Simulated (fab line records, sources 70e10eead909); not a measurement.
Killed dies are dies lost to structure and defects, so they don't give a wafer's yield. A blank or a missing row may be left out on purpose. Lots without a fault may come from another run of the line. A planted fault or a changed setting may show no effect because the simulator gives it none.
Chamber matching | flow nand_harc | NHARC_P_CONTACT_STRIP_28 on rie_diel-03: 4 sister chambers
The step strips in O2. 14 wafers are shown with their chamber, then 7 later ones without.

WAFERS WITH THEIR CHAMBER
wafer  | chamber | showerhead_plenum_p_Torr (Torr) | drypump_motor_current_A (A) | oes_product_au (a.u.)
L298.1 | 3       | 3.63                            | 5.8                         | 0.993
L298.5 | 2       | 3.72                            | 5.7                         | 1.001
L298.6 | 3       | 3.63                            | 5.8                         | 0.997
L302.1 | 3       | 3.63                            | 5.8                         | 0.993
L302.3 | 1       | 3.56                            | 6.2                         | 1.004
L302.4 | 2       | 3.71                            | 5.7                         | 0.987
L307.1 | 2       | 3.71                            | 5.7                         | 0.989
L307.4 | 1       | 3.56                            | 6.2                         | 0.998
L307.5 | 2       | 3.71                            | 5.7                         | 0.987
L308.2 | 1       | 3.56                            | 6.3                         | 1.012
L308.4 | 0       | 3.76                            | 5.5                         | 1.001
L308.5 | 1       | 3.56                            | 6.3                         | 1.003
L314.2 | 0       | 3.76                            | 5.5                         | 0.997
L314.3 | 3       | 3.63                            | 5.8                         | 1.011

SIGNATURES (means of the wafers above)
reading                  | chamber 0 | chamber 1 | chamber 2 | chamber 3 | scatter within a chamber
showerhead_plenum_p_Torr | 3.7600    | 3.5600    | 3.7125    | 3.6300    | 0.00274
drypump_motor_current_A  | 5.500     | 6.250     | 5.700     | 5.800     | 0.0316
oes_product_au           | 0.99900   | 1.00425   | 0.99100   | 0.99850   | 0.00681
Rule: a wafer's distance from a chamber is the root of the sum, over the readings, of the square of ((its reading less the chamber's mean) divided by the reading's scatter). The wafer belongs to the nearest chamber; if the next one is less than 2 further off, it can't be placed. The scatter: the root of (the sum of the squares of (reading less its chamber's mean) over the shown wafers, divided by (wafers less chambers)).

WAFERS WITHOUT THEIR CHAMBER
wafer  | showerhead_plenum_p_Torr (Torr) | drypump_motor_current_A (A) | oes_product_au (a.u.)
L314.4 | 3.56                            | 6.2                         | 0.987
L317.4 | 3.71                            | 5.7                         | 1.000
L317.5 | 3.76                            | 5.5                         | 1.005
L317.6 | 3.63                            | 5.8                         | 1.007
L318.1 | 3.56                            | 6.2                         | 0.991
L318.4 | 3.76                            | 5.5                         | 0.997
L318.6 | 3.71                            | 5.8                         | 1.001

WHICH CHAMBER EACH WENT THROUGH
wafer  | from the rows above | in truth
L314.4 | 1                   | 1
L317.4 | 2                   | 2
L317.5 | 0                   | 0
L317.6 | 3                   | 3
L318.1 | 1                   | 1
L318.4 | 0                   | 0
L318.6 | 2                   | 2
Placed correctly: 7 of 7. Can't be placed from these rows: 0. Placed wrongly: 0.
